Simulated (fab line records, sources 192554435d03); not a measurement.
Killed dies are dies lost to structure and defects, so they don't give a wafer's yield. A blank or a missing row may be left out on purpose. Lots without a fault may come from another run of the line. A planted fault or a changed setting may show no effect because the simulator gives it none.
fab line records | flow n5_finfet
record lots=6 wafers=18 last_day=18
route steps=1938 shown BEOL_M15@1775
lots that met no fault: from a run of the same line without faults
start_h: hours from the record's first day to the start of the lot's first wafer shown | wait_h: hours since the lot's step before | " the same as in the row above | L1.1+2: a row that stands for several wafers | - no value, or no start given | * or withheld: withheld | < > ~ a bound
route shown NAME@n: a module of which the file shows steps, and the number in the route of the first | usual: mean/standard deviation of fault-free wafers | same: alike in all rows | chamber/n: place in a boat | sites: the reading at each site | _std_site: their standard deviation | _edge_site: outer sites' mean less inner sites' | radius_mm: how far each site lies from the wafer's centre | mask NAME#n: copy n | behind: the tool/chamber that last shaped the wafer | hold: why the lot was held/for how many hours/how that ended | device: the transistor (n, p or np) that didn't switch | end of line: the same wafers' tests at the end of the route | a step without rows: its recipe alone | killed: dies lost to structure and defects at the first sort, not the wafer's yield | map: a wafer's dies, x killed, . not, _ none there
set.NAME: the setting as run; set.NAME@STEP: as run at that earlier step | model.NAME: the simulator's own value behind a step, which no gauge read
lots at some steps of the route; a table a step, a row a wafer
services: from which hour (start_h, from the record's first day; less than 0 if before it) a tool's chamber was out of use, for how many hours, and why
## steps
# step N5_BEOL_M15_COAT_58
# recipe resist=BARC temp_c=205 time_s=60 spin_rpm=1500 resist_thk_nm=89
# step N5_BEOL_M15_COAT_04
# recipe spin_rpm=1704 resist_thk_nm=800
# step N5_BEOL_M15_EBR_06
# recipe solvent=PGMEA ebr_width_mm=1.5
# step N5_BEOL_M15_SOFTBAKE_05
# recipe temp_c=130 time_s=60
# step N5_BEOL_M15_EXPOSE_07
# recipe mask_id=V14 na=0.8 source_shape=annular sigma_inner=0.5 sigma_outer=0.8 polarization=unpolarized attpsm_phase_deg=180 dose_mj=41.25
# step N5_BEOL_M15_PEB_08
# recipe peb_temp_c=130 peb_time_s=90
# step N5_BEOL_M15_DEVELOP_09
# recipe develop_time_s=45 rinse_liquid=diw dry=air_spin dev_temp_c=21
# step N5_BEOL_M15_HARDBAKE_14
# recipe temp_c=130 time_s=120
# step N5_BEOL_M15_CD_MEAS_10
# recipe target_cd_nm=360 landing_energy_ev=500 detector=se_inlens polarity=opening
# usual cd_nm=360.4/1.1
# columns lot.wafer tool chamber start_h wait_h cd_nm
L503.4 cd_sem-01 0 295.33 - 359.5
L503.5 " 0 " " 358.3
L503.6 " 0 " " 359.8
L504.2 cd_sem-02 0 299.43 - 360.9
L504.4 " 0 " " 361.4
L504.6 " 0 " " 360.7
L510.1 cd_sem-01 0 334.49 - 360.3
L510.4 " 0 " " 360.2
L510.6 " 0 " " 360.4
L509.2 cd_sem-02 0 339.70 - 359.3
L509.3 " 0 " " 360.5
L509.6 " 0 " " 360.9
L517.4 cd_sem-01 0 359.29 - 361.2
L517.5 " 0 " " 358.9
L517.6 " 0 " " 362.2
L513.1 cd_sem-01 0 402.50 - 360.4
L513.2 " 0 " " 362.0
L513.5 " 0 " " 361.0
# step N5_BEOL_M15_OVL_MEAS_11
# recipe points_per_wafer=44
# usual V14_OVL=2/5.2
# columns lot.wafer tool chamber start_h wait_h V14_OVL[nm]
L503.4 overlay-01 0 295.35 0.0 -6
L503.5 " 0 " " -2
L503.6 " 0 " " -4
L504.2 overlay-02 0 299.46 0.0 -3
L504.4 " 0 " " 5
L504.6 " 0 " " 0
L510.1 overlay-02 0 334.52 0.0 -1
L510.4 " 0 " " 4
L510.6 " 0 " " -1
L509.2 overlay-02 0 339.73 0.0 3
L509.3 " 0 " " -7
L509.6 " 0 " " -6
L517.4 overlay-02 0 359.32 0.0 -3
L517.5 " 0 " " 0
L517.6 " 0 " " 3
L513.1 overlay-02 0 402.53 0.0 -1
L513.2 " 0 " " 5
L513.5 " 0 " " 2
# step N5_BEOL_M15_INSPECT_12
# recipe mode=adi inspect_instrument=macro
# usual raw_defect_count=2.0/1.5
# columns lot.wafer tool chamber start_h wait_h raw_defect_count
L503.4 defect_inspect-01 - 295.38 0.0 4
L503.5 " - " " 1
L503.6 " - " " 0
L504.2 defect_inspect-01 - 299.48 0.0 6
L504.4 " - " " 0
L504.6 " - " " 5
L510.1 defect_inspect-01 - 334.54 0.0 4
L510.4 " - " " 1
L510.6 " - " " 1
L509.2 defect_inspect-01 - 339.75 0.0 3
L509.3 " - " " 1
L509.6 " - " " 2
L517.4 defect_inspect-01 - 359.34 0.0 0
L517.5 " - " " 5
L517.6 " - " " 2
L513.1 defect_inspect-02 - 402.55 0.0 3
L513.2 " - " " 2
L513.5 " - " " 0
# step N5_BEOL_M15_DESCUM_15
# recipe chemistry=O2 time_s=7.9 source_power_w=50 bias_power_w=20 pressure_mtorr=20 rf_frequency_hz=2.712e+07 temp_c=40 o2_flow_sccm=225
# usual drypump_motor_current_A=5.8/0.41 oes_product_au=0.78/0.068 rf_vpp_V=243.2/1.5 showerhead_plenum_p_Torr=2.10/0.084 throttle_valve_pct=20.45/0.18
# columns lot.wafer tool chamber start_h wait_h drypump_motor_current_A oes_product_au rf_hours_counter_h rf_vpp_V showerhead_plenum_p_Torr throttle_valve_pct
L503.4 rie_diel-04 0 295.43 0.0 6.2 0.71 - 243.7 2.08 20.44
L503.5 " 1 " " 5.4 0.82 - 241.4 2.02 20.80
L503.6 " 3 " " 6.0 0.72 - 242.4 1.99 20.39
L504.2 rie_diel-03 1 299.51 0.0 6.0 0.70 226 241.1 1.98 20.49
L504.4 " 2 " " 6.2 0.80 106 243.0 2.10 20.23
L504.6 " 1 " " 6.0 0.70 - 242.0 1.98 20.51
L510.1 rie_diel-03 3 335.17 0.6 6.1 0.84 70 244.9 2.21 20.53
L510.4 " 1 " " 6.0 0.70 244 242.4 1.98 20.52
L510.6 " 1 " " 6.0 0.70 - 240.8 1.98 20.52
L509.2 rie_diel-03 2 340.00 0.3 6.2 0.78 119 242.5 2.10 20.25
L509.3 " 0 " " 5.4 0.71 205 242.4 2.07 20.63
L509.6 " 0 " " 5.4 0.71 - 241.8 2.07 20.63
L517.4 rie_diel-04 3 359.38 0.0 6.0 0.71 197 241.3 1.99 20.39
L517.5 " 0 " " 6.3 0.71 - 244.4 2.07 20.43
L517.6 " 1 " " 5.4 0.81 - 242.0 2.02 20.80
L513.1 rie_diel-05 3 402.59 0.0 5.3 0.87 49 242.0 2.04 20.06
L513.2 " 2 " " 5.4 0.78 147 243.9 2.19 20.47
L513.5 " 1 " " 5.3 0.78 - 243.0 2.19 20.32
# step N5_BEOL_M15_ETCH_59
# recipe chemistry=N2/H2 target=BARC target_depth_a=890 overetch_a=267 time_s=67.9 ion_energy_ev=200 pressure_mtorr=30 source_w=840 bias_w=150 n2_flow_sccm=200 h2_flow_sccm=200
# usual drypump_motor_current_A=5.8/0.41 oes_product_au=0.67/0.056 rf_vpp_V=524.2/3 run_length_s=91.4/0.53 showerhead_plenum_p_Torr=2.55/0.11 throttle_valve_pct=17.92/0.2
# columns lot.wafer tool chamber start_h wait_h drypump_motor_current_A oes_product_au rf_hours_counter_h rf_vpp_V run_length_s showerhead_plenum_p_Torr throttle_valve_pct model.coat_of_BEOL_M15_COAT_04.thk_nm model.etch.depth_nm
L503.4 rie_diel-04 0 295.47 0.0 6.3 0.61 - 523.6 90.6 2.52 17.82 716 88.9
L503.5 " 1 " " 5.4 0.69 - 521.2 90.8 2.46 18.29 712.8 89.18
L503.6 " 3 " " 6.0 0.61 - 521.3 91.3 2.42 17.91 713.6 88.79
L504.2 rie_diel-03 1 299.55 0.0 6.0 0.60 226 520.0 91.9 2.40 17.91 716.4 89.43
L504.4 " 2 " " 6.1 0.69 106 526.2 90.8 2.56 17.68 717.4 89.79
L504.6 " 1 " " 6.0 0.61 - 519.9 91.8 2.40 17.92 716.8 89.62
L510.1 rie_diel-03 3 335.21 0.0 6.1 0.73 70 528.5 91.3 2.69 18.11 717.6 89.4
L510.4 " 1 " " 6.0 0.68 244 519.3 71.7 2.39 17.98 740 79.88
L510.6 " 1 " " 6.0 0.60 - 518.7 91.8 2.39 17.94 718.6 89.57
L509.2 rie_diel-03 2 340.04 0.0 6.2 0.78 119 523.3 70.7 2.56 17.73 737.2 79.84
L509.3 " 0 " " 5.4 0.62 205 524.4 92.3 2.52 18.06 719.4 89.59
L509.6 " 0 " " 5.4 0.61 - 523.9 92.2 2.52 18.06 721.2 89.54
L517.4 rie_diel-04 3 359.41 0.0 6.0 0.61 197 519.5 91.1 2.42 17.93 720.2 89.88
L517.5 " 0 " " 6.3 0.61 - 521.8 90.8 2.52 17.83 724.6 89.77
L517.6 " 1 " " 5.3 0.69 - 520.8 91.7 2.46 18.29 719.2 89.77
L513.1 rie_diel-05 3 402.62 0.0 5.4 0.74 49 522.4 90.1 2.48 17.53 719.2 89.18
L513.2 " 2 " " 5.4 0.67 147 525.3 91.4 2.65 18.02 722 89.31
L513.5 " 1 " " 5.3 0.67 - 526.3 91.9 2.66 17.80 717.2 88.99
# step N5_BEOL_M15_VIA_ETCH_16
# recipe chemistry=C4F8/O2/Ar target=SiO2 he_inner_torr=15 he_outer_torr=30 target_depth_a=17922 time_s=withheld ion_energy_ev=800 pressure_mtorr=20 source_w=1905 bias_w=2040 Ar_flow_sccm=400 C4F8_flow_sccm=16 O2_flow_sccm=12 ends=cleared
# usual C4F8_flow_sccm=16.00/0.042 drypump_motor_current_A=5.8/0.41 oes_product_au=0.70/0.061 rf_vpp_V=2210/21 showerhead_plenum_p_Torr=3.45/0.13 throttle_valve_pct=30.90/0.24
# columns lot.wafer tool chamber start_h wait_h C4F8_flow_sccm drypump_motor_current_A oes_product_au rf_vpp_V showerhead_plenum_p_Torr throttle_valve_pct model.coat_of_BEOL_M15_COAT_04.thk_nm
L503.4 rie_diel-04 0 295.62 0.1 15.95 6.3 0.63 2208 3.40 30.66 323
L503.5 " 1 " " 15.97 5.4 0.73 2175 3.34 31.43 327
L503.6 " 3 " " 15.98 6.0 0.65 2177 3.27 30.78 327.6
L504.2 rie_diel-03 1 299.60 0.0 15.92 6.0 0.64 2175 3.27 30.87 326.2
L504.4 " 2 " " 16.07 6.2 0.73 2222 3.46 30.65 331
L504.6 " 1 " " 15.95 6.0 0.64 2174 3.27 30.90 325.4
L510.1 rie_diel-03 3 335.26 0.0 16.06 6.1 0.77 2222 3.63 31.19 339.2
L510.4 " 1 " " 16.06 6.0 0.62 2174 3.26 30.89 350.6
L510.6 " 1 " " 16.09 6.0 0.62 2175 3.26 30.90 333.6
L509.2 rie_diel-03 2 340.09 0.0 16.03 6.2 0.71 2221 3.45 30.63 357.6
L509.3 " 0 " " 16.01 5.4 0.64 2227 3.41 31.02 335.4
L509.6 " 0 " " 15.96 5.4 0.65 2229 3.41 31.05 329.4
L517.4 rie_diel-04 3 359.46 0.0 15.99 6.0 0.64 2176 3.27 30.77 335.4
L517.5 " 0 " " 15.98 6.2 0.63 2209 3.39 30.67 335.6
L517.6 " 1 " " 15.93 5.4 0.72 2175 3.34 31.46 336.4
L513.1 rie_diel-05 3 402.67 0.0 16.01 5.3 0.77 2201 3.37 30.58 338.4
L513.2 " 2 " " 16.05 5.5 0.70 2233 3.56 30.82 341
L513.5 " 1 " " 15.93 5.3 0.71 2213 3.58 30.81 336
# step N5_BEOL_M15_STRIP_63
# recipe chemistry=O2 power_w=600 temp_c=60 pressure_mtorr=30 rf_frequency_hz=6e+07 bias_power_w=0 overash_fraction=0.3 o2_flow_sccm=225
# usual drypump_motor_current_A=5.8/0.41 oes_product_au=0.78/0.068 rf_vpp_V=3.5/0.73 showerhead_plenum_p_Torr=2.10/0.084 throttle_valve_pct=16.70/0.18
# columns lot.wafer tool chamber start_h wait_h drypump_motor_current_A oes_product_au rf_hours_counter_h rf_vpp_V showerhead_plenum_p_Torr throttle_valve_pct
L503.4 rie_diel-04 0 - - 6.3 0.72 - 3.4 2.08 16.73
L503.5 " 1 " " 5.4 0.80 - 3.8 2.03 16.99
L503.6 " 3 " " 6.0 0.72 - 4.1 1.99 16.66
L504.2 rie_diel-03 1 - - 5.9 0.70 226 2.1 1.99 16.78
L504.4 " 2 " " 6.2 0.80 106 2.7 2.11 16.49
L504.6 " 1 " " 6.0 0.71 - 3.3 1.99 16.79
L510.1 rie_diel-03 3 - - 6.0 0.85 71 3.1 2.21 16.76
L510.4 " 1 " " 6.0 0.70 244 3.3 1.98 16.80
L510.6 " 1 " " 6.0 0.69 - 1.7 1.98 16.81
L509.2 rie_diel-03 2 - - 6.2 0.78 119 2.3 2.10 16.53
L509.3 " 0 " " 5.4 0.71 205 3.0 2.07 16.91
L509.6 " 0 " " 5.4 0.71 - 2.9 2.07 16.92
L517.4 rie_diel-04 3 - - 6.0 0.72 197 4.3 1.99 16.68
L517.5 " 0 " " 6.3 0.70 - 3.0 2.08 16.73
L517.6 " 1 " " 5.4 0.80 - 3.9 2.03 16.98
L513.1 rie_diel-05 3 - - 5.3 0.87 50 2.8 2.04 16.26
L513.2 " 2 " " 5.4 0.78 147 4.2 2.19 16.71
L513.5 " 1 " " 5.3 0.79 - 4.4 2.19 16.56
# step N5_BEOL_M15_STRIP_64
# recipe chemistry=O2 power_w=600 temp_c=60 pressure_mtorr=30 rf_frequency_hz=6e+07 bias_power_w=0 overash_fraction=0.3 o2_flow_sccm=225
# usual drypump_motor_current_A=5.8/0.41 oes_product_au=0.78/0.068 rf_vpp_V=3.7/0.51 showerhead_plenum_p_Torr=2.10/0.084 throttle_valve_pct=16.70/0.18
# columns lot.wafer tool chamber start_h wait_h drypump_motor_current_A oes_product_au rf_hours_counter_h rf_vpp_V showerhead_plenum_p_Torr throttle_valve_pct
L503.4 rie_diel-04 0 - - 6.2 0.71 - 3.5 2.08 16.71
L503.5 " 1 " " 5.4 0.82 - 3.4 2.03 16.98
L503.6 " 3 " " 6.0 0.71 - 3.9 1.99 16.66
L504.2 rie_diel-03 1 - - 6.0 0.71 226 3.1 1.99 16.77
L504.4 " 2 " " 6.2 0.80 106 4.0 2.11 16.50
L504.6 " 1 " " 6.0 0.70 - 4.0 1.99 16.76
L510.1 rie_diel-03 3 - - 6.1 0.85 71 4.5 2.21 16.77
L510.4 " 1 " " 6.0 0.69 244 4.3 1.98 16.81
L510.6 " 1 " " 6.0 0.70 - 3.2 1.98 16.82
L509.2 rie_diel-03 2 - - 6.2 0.80 119 3.9 2.10 16.51
L509.3 " 0 " " 5.4 0.72 205 3.9 2.07 16.92
L509.6 " 0 " " 5.4 0.71 - 4.5 2.07 16.93
L517.4 rie_diel-04 3 - - 6.0 0.71 198 2.8 1.99 16.69
L517.5 " 0 " " 6.3 0.71 - 4.6 2.08 16.71
L517.6 " 1 " " 5.4 0.80 - 4.5 2.03 16.99
L513.1 rie_diel-05 3 - - 5.3 0.87 50 3.2 2.04 16.27
L513.2 " 2 " " 5.4 0.77 147 3.2 2.19 16.71
L513.5 " 1 " " 5.3 0.78 - 3.7 2.19 16.57
# step N5_BEOL_M15_STRIP_65
# recipe chemistry=post_etch_residue_remover time_s=60 temp_c=25 remover_ph=withheld remover_water_wt_pct=withheld remover_fluoride_wt_pct=withheld
# step N5_BEOL_M15_SRD_66
# recipe time_s=30 temp_c=23 rinse_liquid=diw dry=n2_spin spin_rpm=1500 dry_time_s=30
# step N5_BEOL_M15_CD_MEAS_17
# recipe target_cd_nm=360 polarity=opening
# usual cd_nm=361.9/1.5
# columns lot.wafer tool chamber start_h wait_h cd_nm
L503.4 cd_sem-02 - 295.91 0.0 360.7
L503.5 " - " " 361.1
L503.6 " - " " 361.9
L504.2 cd_sem-01 - 300.01 0.0 362.0
L504.4 " - " " 363.4
L504.6 " - " " 362.4
L510.1 cd_sem-02 - 335.67 0.0 362.2
L510.4 " - " " 356.0
L510.6 " - " " 361.0
L509.2 cd_sem-01 - 340.50 0.0 356.8
L509.3 " - " " 361.4
L509.6 " - " " 362.8
L517.4 cd_sem-01 - 359.88 0.0 363.5
L517.5 " - " " 360.2
L517.6 " - " " 363.0
L513.1 cd_sem-02 - 403.08 0.0 359.6
L513.2 " - " " 361.6
L513.5 " - " " 361.1
# step N5_BEOL_M15_COAT_56
# recipe resist=SOC temp_c=250 time_s=60 spin_rpm=1500 resist_thk_nm=550
## services
# columns tool chamber start_h hours kind
rie_diel-04 2 293.38 3.7 repair
rie_diel-03 1 352.01 - clean
rie_diel-03 1 352.01 - consumable_replace:focus_ring
rie_diel-03 1 352.01 - consumable_replace:showerhead
rie_diel-03 1 352.01 10.5 scheduled_down
rie_diel-03 1 352.01 10.5 vent_cycle
rie_diel-03 - 370.21 10.0 pm
rie_diel-04 2 373.47 3.8 repair
## key
first_sign step=N5_BEOL_M15_ETCH_59 reading=run_length_s direction=down sigmas=38 usual=* struck=*
effect step=N5_BEOL_M15_CD_MEAS_17 reading=cd_nm direction=down sigmas=3.5 usual=361.9 struck=356.4
model_effect step=N5_BEOL_M15_ETCH_59 value=coat_of_BEOL_M15_COAT_04.thk_nm without=719.9 struck=738.6
model_effect step=N5_BEOL_M15_VIA_ETCH_16 value=coat_of_BEOL_M15_COAT_04.thk_nm without=335.3 struck=354.1
met_at N5_BEOL_M15_ETCH_59
struck_wafers L509.2,L510.4
onset_between 299.55 335.21
fault kind=process_parameter_drift tool=rie_diel-03 chamber=- onset_h=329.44 steps=N5_BEOL_M15_ETCH_59 channel=time_s offset=* shape=step end_h=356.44 scope=struck_wafers_only acts_in=* stated=*
